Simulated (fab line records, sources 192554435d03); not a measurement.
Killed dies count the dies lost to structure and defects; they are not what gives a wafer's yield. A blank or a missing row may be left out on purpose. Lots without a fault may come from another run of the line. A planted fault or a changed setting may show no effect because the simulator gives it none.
Which tool is to blame? -- flow n5 finfet -- 22 lots with 66 wafers sampled at 4 steps, on a route of 1938 steps

## WHAT THE GAUGES READ, wafer by wafer
N5_MOL_CONTACT_COAG_CD_MEAS_137 targets a cd of 16 nm. Usual: cd nm 15.9 nm, standard deviation 0.3.
lot,measured,on,cd nm (nm),flag
L075,day 5 11:46,cd sem-01,15.8 16.0 15.7,
L077,day 5 22:40,cd sem-01,15.9 16.1 16.0,
L078,day 6 12:14,cd sem-01,15.9 16.1 15.9,
L079,day 6 12:26,cd sem-02,16.7 16.0 15.8,
L080,day 6 16:50,cd sem-01,16.0 16.0 16.1,
L081,day 6 22:02,cd sem-03,16.0 16.2 15.9,
L082,day 7 13:19,cd sem-01,15.9 15.8 16.0,
L083,day 7 13:58,cd sem-03,15.6 15.5 15.5,
L084,day 7 21:14,cd sem-02,16.7 16.0 15.7,
L085,day 8 09:37,cd sem-02,15.5 15.3 15.8,
L086,day 8 10:17,cd sem-03,16.2 15.3 15.6,
L087,day 8 14:13,cd sem-01,15.8 16.1 16.1,
L088,day 8 16:20,cd sem-02,16.2 15.6 16.1,
L089,day 8 21:55,cd sem-01,16.0 15.9 16.2,
L090,day 9 03:35,cd sem-03,15.6 15.7 15.6,
L091,day 9 11:52,cd sem-03,15.9 15.9 15.8,
L092,day 9 15:17,cd sem-02,16.7 16.2 16.4,
L093,day 10 02:08,cd sem-01,15.9 15.9 15.8,
L094,day 10 02:19,cd sem-03,16.0 16.3 15.6,
L095,day 10 15:31,cd sem-01,15.5 15.8 15.9,
L096,day 10 16:16,cd sem-02,15.9 15.7 16.1,
L097,day 11 03:46,cd sem-01,15.5 15.6 16.0,

N5_MOL_CONTACT_COAG_INSPECT_42: inspects for defects (brightfield). Usual: raw defect count 208, standard deviation 51.
lot,measured,on,raw defect count,flag
L075,day 5 12:11,defect inspect-01,238 192 213,
L077,day 5 23:05,defect inspect-02,243 323 282,
L078,day 6 12:38,defect inspect-01,215 186 211,
L079,day 6 12:50,defect inspect-02,137 234 216,
L080,day 6 17:15,defect inspect-01,195 141 124,
L081,day 6 22:27,defect inspect-01,125 173 205,
L082,day 7 13:43,defect inspect-01,194 183 224,
L083,day 7 14:23,defect inspect-01,205 255 209,
L084,day 7 21:38,defect inspect-01,191 229 210,
L085,day 8 10:02,defect inspect-01,226 276 263,
L086,day 8 10:41,defect inspect-02,117 167 210,
L087,day 8 14:37,defect inspect-01,208 248 288,
L088,day 8 16:45,defect inspect-01,318 285 225,
L089,day 8 22:27,defect inspect-01,216 241 240,
L090,day 9 04:07,defect inspect-02,156 236 271,
L091,day 9 12:16,defect inspect-02,151 160 125,
L092,day 9 15:41,defect inspect-01,198 217 184,
L093,day 10 02:34,defect inspect-01,143 176 149,
L094,day 10 02:51,defect inspect-02,202 226 170,
L095,day 10 16:03,defect inspect-01,184 149 178,
L096,day 10 16:47,defect inspect-02,170 168 251,
L097,day 11 04:18,defect inspect-02,199 202 180,

## TOOL THAT RAN EACH LOT (tool first, then ch and the chambers of the sampled wafers, then the start)
lot,N5_MOL_CONTACT_COAG_ETCH_90,N5_MOL_CONTACT_COAG_STRIP_119
L075,"rie diel-05 ch 1,2, day 5 11:01","plasma asher-01 ch 0,1, day 5 11:38"
L077,"rie diel-05 ch 1,2,3, day 5 21:49","plasma asher-01 ch 0,1, day 5 22:31"
L078,"rie diel-06 ch 1,2, day 6 11:28","plasma asher-01 ch 0,1, day 6 12:04"
L079,"rie diel-06 ch 0,1,3, day 6 11:34","plasma asher-02 ch 0,1, day 6 12:17"
L080,"rie diel-06 ch 0,3, day 6 16:00","plasma asher-02 ch 0,1, day 6 16:41"
L081,"rie diel-06 ch 0,1, day 6 21:17","plasma asher-02 ch 0,1, day 6 21:53"
L082,"rie diel-02 ch 0,1,3, day 7 12:27","plasma asher-01 ch 0,1, day 7 13:10"
L083,"rie diel-06 ch 0,1, day 7 13:11","plasma asher-01 ch 0,1, day 7 13:50"
L084,"rie diel-02 ch 0,2,3, day 7 20:28","plasma asher-02 ch 0,1, day 7 21:04"
L085,"rie diel-02 ch 1,2, day 8 08:45","plasma asher-02 ch 0,1, day 8 09:28"
L086,"rie diel-06 ch 0,2,3, day 8 09:23","plasma asher-01 ch 0,1, day 8 10:08"
L087,"rie diel-06 ch 0,2, day 8 13:28","plasma asher-01 ch 0,1, day 8 14:04"
L088,"rie diel-02 ch 0,3, day 8 14:10","plasma asher-01 ch 1, day 8 16:11"
L089,"rie diel-02 ch 0,1,2, day 8 20:19","plasma asher-01 ch 0, day 8 21:46"
L090,"rie diel-05 ch 1,2,3, day 9 02:48","plasma asher-01 ch 0,1, day 9 03:27"
L091,"rie diel-02 ch 1,2,3, day 9 11:06","plasma asher-02 ch 0,1, day 9 11:43"
L092,"rie diel-05 ch 1,2, day 9 14:06","plasma asher-02 ch 0,1, day 9 15:08"
L093,"rie diel-05 ch 0,1,2, day 10 01:10","plasma asher-02 ch 0,1, day 10 01:59"
L094,"rie diel-06 ch 0,1,2, day 10 01:24","plasma asher-02 ch 0,1, day 10 02:10"
L095,"rie diel-06 ch 0,1,2, day 10 14:29","plasma asher-02 ch 0,1, day 10 15:22"
L096,"rie diel-05 ch 0,1,2, day 10 15:28","plasma asher-02 ch 0,1, day 10 16:07"
L097,"rie diel-02 ch 0,2,3, day 11 03:01","plasma asher-02 ch 0,1, day 11 03:38"
- N5_MOL_CONTACT_COAG_ETCH_90: etches SiARC in CF4, target depth 13 nm, time 21.7 s.
- N5_MOL_CONTACT_COAG_STRIP_119: strips in N2/H2, time 30 s.

## WHAT THE TOOLS THEMSELVES READ (means of the sampled wafers that have a number; where no wafer has one, the mark that the record gives instead)
N5_MOL_CONTACT_COAG_ETCH_90. Usual: drypump motor current A 5.7 A, standard deviation 0.46; etch rf on time s 21.7 s, standard deviation 0.35; oes product au 0.66 a.u., standard deviation 0.076; rf vpp V 184.2 V, standard deviation 1.4; showerhead plenum p Torr 2.15 Torr, standard deviation 0.083; throttle valve pct 15.67 %, standard deviation 0.27.
lot,tool,drypump motor current A (A),etch rf on time s (s),oes product au (a.u.),rf vpp V (V),showerhead plenum p Torr (Torr),throttle valve pct (%),flag
L075,rie diel-05,5.3,21.9,0.68,184.0,2.13,15.81,
L077,rie diel-05,5.2,22.0,0.64,183.4,2.14,15.79,
L078,rie diel-06,5.6,21.8,0.60,181.7,2.04,16.07,
L079,rie diel-06,5.8,21.5,0.66,184.2,2.14,15.82,
L080,rie diel-06,5.8,21.5,0.72,185.2,2.22,15.55,
L081,rie diel-06,5.8,21.9,0.58,182.8,2.08,16.01,
L082,rie diel-02,6.3,21.5,0.65,184.0,2.16,15.48,
L083,rie diel-06,5.9,21.6,0.58,183.2,2.06,16.11,
L084,rie diel-02,6.0,21.5,0.62,183.8,2.15,15.56,
L085,rie diel-02,6.3,21.7,0.67,184.4,2.24,15.42,
L086,rie diel-06,5.5,21.6,0.65,184.8,2.14,15.77,
L087,rie diel-06,5.3,22.1,0.60,182.5,2.06,15.95,
L088,rie diel-02,5.9,21.9,0.60,184.9,2.12,15.61,
L089,rie diel-02,6.3,21.5,0.65,184.6,2.20,15.45,
L090,rie diel-05,5.2,21.8,0.69,184.1,2.22,15.66,
L091,rie diel-02,6.1,21.9,0.62,184.4,2.19,15.55,
L092,rie diel-05,5.3,21.8,0.72,184.3,2.20,15.70,
L093,rie diel-05,5.5,21.7,0.73,184.2,2.18,15.50,
L094,rie diel-06,5.6,21.4,0.66,184.0,2.14,15.89,
L095,rie diel-06,5.6,21.4,0.67,184.2,2.14,15.92,
L096,rie diel-05,5.5,21.8,0.73,184.4,2.17,15.51,
L097,rie diel-02,6.0,21.9,0.68,184.6,2.14,15.44,

N5_MOL_CONTACT_COAG_STRIP_119. Usual: drypump motor current A 5.50 A, standard deviation 0.18; heater power w 354 W, standard deviation 22; n2 flow sccm 1751 sccm, standard deviation 5.
lot,tool,drypump motor current A (A),heater power w (W),n2 flow sccm (sccm),flag
L075,plasma asher-01,5.48,363,1751,
L077,plasma asher-01,5.49,361,1743,
L078,plasma asher-01,5.36,351,1753,
L079,plasma asher-02,5.53,340,1753,
L080,plasma asher-02,5.53,348,1751,
L081,plasma asher-02,5.52,348,1754,
L082,plasma asher-01,5.37,352,1752,
L083,plasma asher-01,5.48,360,1751,
L084,plasma asher-02,5.63,361,1751,
L085,plasma asher-02,5.52,348,1753,
L086,plasma asher-01,5.46,359,1749,
L087,plasma asher-01,5.37,348,1751,
L088,plasma asher-01,5.27,335,1748,
L089,plasma asher-01,5.57,374,1741,
L090,plasma asher-01,5.47,361,1751,
L091,plasma asher-02,5.53,344,1749,
L092,plasma asher-02,5.52,346,1747,
L093,plasma asher-02,5.64,363,1752,
L094,plasma asher-02,5.62,365,1758,
L095,plasma asher-02,5.51,345,1749,
L096,plasma asher-02,5.52,342,1749,
L097,plasma asher-02,5.51,340,1754,

## THE ANSWER, worked out from the rows above alone
Rule: take the mean of a lot's wafers that have a number; if it is more than 3 standard deviations from the usual mean, the lot is off. Also off: a lot with no number at a reading for which 4 or more lots have one. All remaining lots with rows at the step are treated as sound. Order of review: gauges by route order, followed by the tools' own readings, for which a lot's mean as printed above is used. The first step at which some lot is off is used, and at that step the reading that is off furthest; a lot without a number counts as furthest.
No lot is off on any of the readings shown, so nothing can be concluded from this.

## WHAT THE SIMULATOR HAD PUT IN
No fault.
